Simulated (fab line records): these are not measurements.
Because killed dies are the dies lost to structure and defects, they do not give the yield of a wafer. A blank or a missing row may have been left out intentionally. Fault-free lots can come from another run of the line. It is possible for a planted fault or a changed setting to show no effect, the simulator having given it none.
Chamber matching / flow n5_finfet / rie_diel-04 running N5_BEOL_M10_ETCH_66: 4 sister chambers
The step etches SOC in N2/H2, target depth 120 nm, overetch 24 nm, time 180 s. 16 wafers are shown with their chamber, then 8 later ones without.

== WAFERS PAIRED WITH THEIR CHAMBERS ==
wafer=L075.3; chamber=3; throttle_valve_pct (%)=18.08; showerhead_plenum_p_Torr (Torr)=2.62; oes_product_au (a.u.)=0.57
wafer=L075.4; chamber=1; throttle_valve_pct (%)=18.15; showerhead_plenum_p_Torr (Torr)=2.51; oes_product_au (a.u.)=0.67
wafer=L075.6; chamber=0; throttle_valve_pct (%)=17.43; showerhead_plenum_p_Torr (Torr)=2.53; oes_product_au (a.u.)=0.67
wafer=L074.1; chamber=0; throttle_valve_pct (%)=17.44; showerhead_plenum_p_Torr (Torr)=2.53; oes_product_au (a.u.)=0.67
wafer=L074.2; chamber=2; throttle_valve_pct (%)=17.98; showerhead_plenum_p_Torr (Torr)=2.50; oes_product_au (a.u.)=0.71
wafer=L074.4; chamber=3; throttle_valve_pct (%)=18.09; showerhead_plenum_p_Torr (Torr)=2.62; oes_product_au (a.u.)=0.56
wafer=L076.2; chamber=1; throttle_valve_pct (%)=18.19; showerhead_plenum_p_Torr (Torr)=2.50; oes_product_au (a.u.)=0.67
wafer=L076.3; chamber=2; throttle_valve_pct (%)=18.01; showerhead_plenum_p_Torr (Torr)=2.50; oes_product_au (a.u.)=0.70
wafer=L076.5; chamber=0; throttle_valve_pct (%)=17.44; showerhead_plenum_p_Torr (Torr)=2.53; oes_product_au (a.u.)=0.66
wafer=L078.1; chamber=2; throttle_valve_pct (%)=18.01; showerhead_plenum_p_Torr (Torr)=2.49; oes_product_au (a.u.)=0.70
wafer=L078.2; chamber=1; throttle_valve_pct (%)=18.19; showerhead_plenum_p_Torr (Torr)=2.50; oes_product_au (a.u.)=0.67
wafer=L078.6; chamber=0; throttle_valve_pct (%)=17.46; showerhead_plenum_p_Torr (Torr)=2.53; oes_product_au (a.u.)=0.66
wafer=L082.1; chamber=2; throttle_valve_pct (%)=18.02; showerhead_plenum_p_Torr (Torr)=2.49; oes_product_au (a.u.)=0.70
wafer=L082.3; chamber=0; throttle_valve_pct (%)=17.48; showerhead_plenum_p_Torr (Torr)=2.53; oes_product_au (a.u.)=0.65
wafer=L082.4; chamber=1; throttle_valve_pct (%)=18.20; showerhead_plenum_p_Torr (Torr)=2.50; oes_product_au (a.u.)=0.66
wafer=L084.2; chamber=0; throttle_valve_pct (%)=17.48; showerhead_plenum_p_Torr (Torr)=2.52; oes_product_au (a.u.)=0.64

SIGNATURES (means of the wafers above)
reading=throttle_valve_pct; chamber 0=17.4550; chamber 1=18.1825; chamber 2=18.0050; chamber 3=18.0850; scatter within a chamber=0.0199
reading=showerhead_plenum_p_Torr; chamber 0=2.5283; chamber 1=2.5025; chamber 2=2.4950; chamber 3=2.6200; scatter within a chamber=0.00464
reading=oes_product_au; chamber 0=0.6583; chamber 1=0.6675; chamber 2=0.7025; chamber 3=0.5650; scatter within a chamber=0.00858
Rule: for a wafer and a chamber, the distance is found by dividing, reading by reading, the gap between the wafer's reading and the chamber's mean by the reading's scatter, squaring, summing and taking the root. If the next closest chamber is less than 2 further off than the closest, the wafer can't be placed; otherwise it belongs to the closest. The scatter: take each reading less its chamber's mean, square it, sum over the shown wafers, divide by the number of wafers less the number of chambers, and take the root.

== WAFERS WHOSE CHAMBER IS MISSING ==
wafer=L084.3; throttle_valve_pct (%)=17.69; showerhead_plenum_p_Torr (Torr)=2.61; oes_product_au (a.u.)=0.75
wafer=L084.6; throttle_valve_pct (%)=18.20; showerhead_plenum_p_Torr (Torr)=2.50; oes_product_au (a.u.)=0.65
wafer=L089.3; throttle_valve_pct (%)=18.23; showerhead_plenum_p_Torr (Torr)=2.49; oes_product_au (a.u.)=0.65
wafer=L089.4; throttle_valve_pct (%)=17.71; showerhead_plenum_p_Torr (Torr)=2.61; oes_product_au (a.u.)=0.75
wafer=L089.6; throttle_valve_pct (%)=17.50; showerhead_plenum_p_Torr (Torr)=2.52; oes_product_au (a.u.)=0.64
wafer=L093.1; throttle_valve_pct (%)=18.05; showerhead_plenum_p_Torr (Torr)=2.48; oes_product_au (a.u.)=0.67
wafer=L093.3; throttle_valve_pct (%)=17.71; showerhead_plenum_p_Torr (Torr)=2.60; oes_product_au (a.u.)=0.73
wafer=L093.4; throttle_valve_pct (%)=17.51; showerhead_plenum_p_Torr (Torr)=2.52; oes_product_au (a.u.)=0.63

== WHICH CHAMBER EACH WENT THROUGH ==
wafer=L084.3; from the rows above=0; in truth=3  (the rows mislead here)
wafer=L084.6; from the rows above=1; in truth=1
wafer=L089.3; from the rows above=1; in truth=1
wafer=L089.4; from the rows above=0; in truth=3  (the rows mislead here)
wafer=L089.6; from the rows above=0; in truth=0
wafer=L093.1; from the rows above=2; in truth=2
wafer=L093.3; from the rows above=0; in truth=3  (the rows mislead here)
wafer=L093.4; from the rows above=0; in truth=0
Correctly placed: 5 of 8. From these rows, 0 cannot be placed. Wrongly placed: 3.
